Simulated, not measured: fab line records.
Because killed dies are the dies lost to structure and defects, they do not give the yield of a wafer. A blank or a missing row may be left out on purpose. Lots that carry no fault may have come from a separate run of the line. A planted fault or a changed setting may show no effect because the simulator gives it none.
What tool caused it? + flow n5_finfet + 72 wafers from 24 lots sampled at 2 of the route's 1938 steps

== WHAT THE GAUGES READ, wafer by wafer ==
N5_BEOL_M10_OVL_MEAS_12.
| lot  | measured     | on         | M10_OVL (nm)   |
|------|--------------|------------|----------------|
| L074 | day 9 15:36  | overlay-01 | -0.1 -0.2 0.3  |
| L075 | day 9 23:34  | overlay-01 | -2.2 -1.7 -2.0 |
| L076 | day 10 04:37 | overlay-02 | 0.0 -0.3 -0.3  |
| L078 | day 10 12:10 | overlay-01 | -0.3 -1.4 -0.2 |
| L077 | day 10 12:26 | overlay-01 | 0.1 0.0 0.2    |
| L079 | day 11 03:59 | overlay-02 | -0.6 -0.8 -0.6 |
| L080 | day 11 09:29 | overlay-02 | -1.5 -1.4 -0.4 |
| L081 | day 11 19:07 | overlay-02 | -0.5 -0.1 0.3  |
| L083 | day 12 06:34 | overlay-02 | -1.3 -1.5 -1.0 |
| L082 | day 12 06:43 | overlay-01 | -2.0 -1.3 -1.8 |
| L085 | day 12 10:55 | overlay-01 | -0.5 -0.5 -0.2 |
| L084 | day 12 15:48 | overlay-02 | -1.2 -1.4 -1.0 |
| L086 | day 13 02:43 | overlay-01 | -0.2 -0.7 -2.0 |
| L087 | day 13 06:49 | overlay-01 | 0.3 0.5 0.4    |
| L088 | day 13 07:02 | overlay-02 | -2.2 -2.2 -1.9 |
| L089 | day 13 08:43 | overlay-01 | -0.9 -0.3 -0.7 |
| L090 | day 13 23:10 | overlay-01 | -1.5 -1.7 -1.3 |
| L091 | day 14 02:20 | overlay-01 | -0.3 -1.0 -1.0 |
| L092 | day 14 07:44 | overlay-02 | 0.0 -1.0 0.6   |
| L095 | day 15 05:17 | overlay-01 | 1.2 1.9 0.1    |
| L093 | day 15 05:30 | overlay-01 | -1.3 -1.4 -0.6 |
| L094 | day 15 05:40 | overlay-02 | -0.6 0.1 -1.4  |
| L096 | day 15 16:34 | overlay-02 | -1.3 -0.9 -1.7 |
| L097 | day 15 20:49 | overlay-01 | -0.4 -2.4 0.1  |

N5_BEOL_M10_OVL_MEAS_29.
| lot  | measured     | on         | V9_OVL (nm)    |
|------|--------------|------------|----------------|
| L074 | day 9 17:40  | overlay-01 | -1.0 0.0 -0.2  |
| L075 | day 10 00:59 | overlay-01 | 0.5 -0.2 -0.4  |
| L076 | day 10 06:59 | overlay-01 | 0.4 0.0 0.7    |
| L078 | day 10 16:23 | overlay-01 | 0.5 2.5 1.3    |
| L077 | day 10 16:02 | overlay-01 | -0.4 -0.5 -0.5 |
| L079 | day 11 09:02 | overlay-02 | 0.3 -0.5 -0.2  |
| L080 | day 11 11:35 | overlay-02 | -0.8 -1.2 0.5  |
| L081 | day 11 21:55 | overlay-02 | -0.3 -1.8 -0.8 |
| L083 | day 12 07:32 | overlay-02 | -0.5 -1.1 -1.1 |
| L082 | day 12 08:02 | overlay-01 | -0.1 -0.5 -0.1 |
| L085 | day 12 14:35 | overlay-02 | -0.1 -0.5 -0.1 |
| L084 | day 12 16:45 | overlay-01 | -1.0 -0.4 0.0  |
| L086 | day 13 05:28 | overlay-02 | -0.4 -0.5 0.0  |
| L087 | day 13 07:52 | overlay-01 | -0.1 1.0 1.5   |
| L088 | day 13 08:16 | overlay-01 | -0.5 -0.8 -0.7 |
| L089 | day 13 09:37 | overlay-01 | 0.3 0.8 1.0    |
| L090 | day 14 01:09 | overlay-02 | 1.4 1.6 1.0    |
| L091 | day 14 05:25 | overlay-01 | -0.1 -0.8 -0.3 |
| L092 | day 14 09:37 | overlay-02 | 0.2 -0.4 0.2   |
| L095 | day 15 06:14 | overlay-01 | 0.6 1.4 0.5    |
| L093 | day 15 09:05 | overlay-01 | -0.3 -0.5 -0.1 |
| L094 | day 15 08:55 | overlay-02 | -0.2 0.3 -0.6  |
| L096 | day 15 17:31 | overlay-01 | -0.2 -0.2 -0.2 |
| L097 | day 15 22:07 | overlay-02 | 0.5 -0.2 0.3   |

== WHICH TOOL RAN EACH LOT (tool, then ch and the chambers of the sampled wafers, then the start) ==
No process step before these readings appears in the record.

== AS READ BY THE TOOLS THEMSELVES (means over the sampled wafers that have a number; for cases with no such wafer, the mark the record gives instead) ==
The record holds no such reading with a usual standard deviation.

== THE ANSWER, worked out from the rows above alone ==
Rule: the usual values come from the lots themselves. The widest of any qualifying gaps counts: lots, ordered by their means at a reading, are off when they make up no more than a third of the lots, leave a main group of 4 or more, and stand apart from it by 3 or more times the standard deviation of that group's means. A main group is skipped when, at the precision printed for the reading in the tables above, its means are all equal. A lot without any number at a reading at which 4 lots or more have one is off too. Where the step has rows for the other lots, those lots are counted as sound. After the gauges, taken in route order, come the tools' own readings; for these a lot's mean is taken, as printed above. At the first step where some lot is off, the reading lying furthest off is the one used; lots without a number count as furthest.
Nothing can be told from this: no lot is off at any reading shown.

== WHAT HAD BEEN PUT IN BY THE SIMULATOR ==
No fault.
